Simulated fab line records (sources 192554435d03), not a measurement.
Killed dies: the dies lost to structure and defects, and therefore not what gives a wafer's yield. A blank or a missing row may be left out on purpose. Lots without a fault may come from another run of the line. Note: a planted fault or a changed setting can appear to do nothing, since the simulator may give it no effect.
Matching of chambers    flow n5Finfet    N5_BEOL_M5_CO_CAP_78 on cvdCo-02: 3 sister chambers
The step material Co, precursor CCTBA/H2, target thk 2 nm, time 102.1 s. 3 wafers are shown with their chamber, then 7 later ones without.

== EACH WAFER AND ITS CHAMBER ==
wafer   chamber  heaterPowerW (W)
L414.2  1        283
L432.2  0        275
L432.4  2        235

== WAFERS WITHOUT THEIR CHAMBER ==
wafer   heaterPowerW (W)
L432.6  282
L430.1  235
L430.4  283
L430.6  290
L431.1  289
L431.2  234
L431.4  278

== CHAMBER TAKEN BY EACH ==
wafer    from the rows above       in truth
L432.6   can't be placed: 1 or 0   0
L430.1   2                         2
L430.4   1                         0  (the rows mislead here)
L430.6   1                         1
L431.1   1                         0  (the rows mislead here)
L431.2   2                         2
L431.4   can't be placed: 0 or 1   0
Correct placement for 3 of the 7. Cannot be placed on the basis of these rows: 2; the candidates contain the true chamber in 2. Wrongly placed: 2.
How it was worked out, from the rows above alone: a wafer's distance from a chamber is the root of the sum, over the readings, of the square of ((its reading less the chamber's mean) divided by the reading's scatter). The wafer belongs to the nearest chamber; if the next one is less than 2 further off, it can't be placed. The mean given for a chamber averages the wafers shown for that chamber. The scatter: root of mean squared gap, hidden wafer to nearest shown wafer, with one shown wafer a chamber.
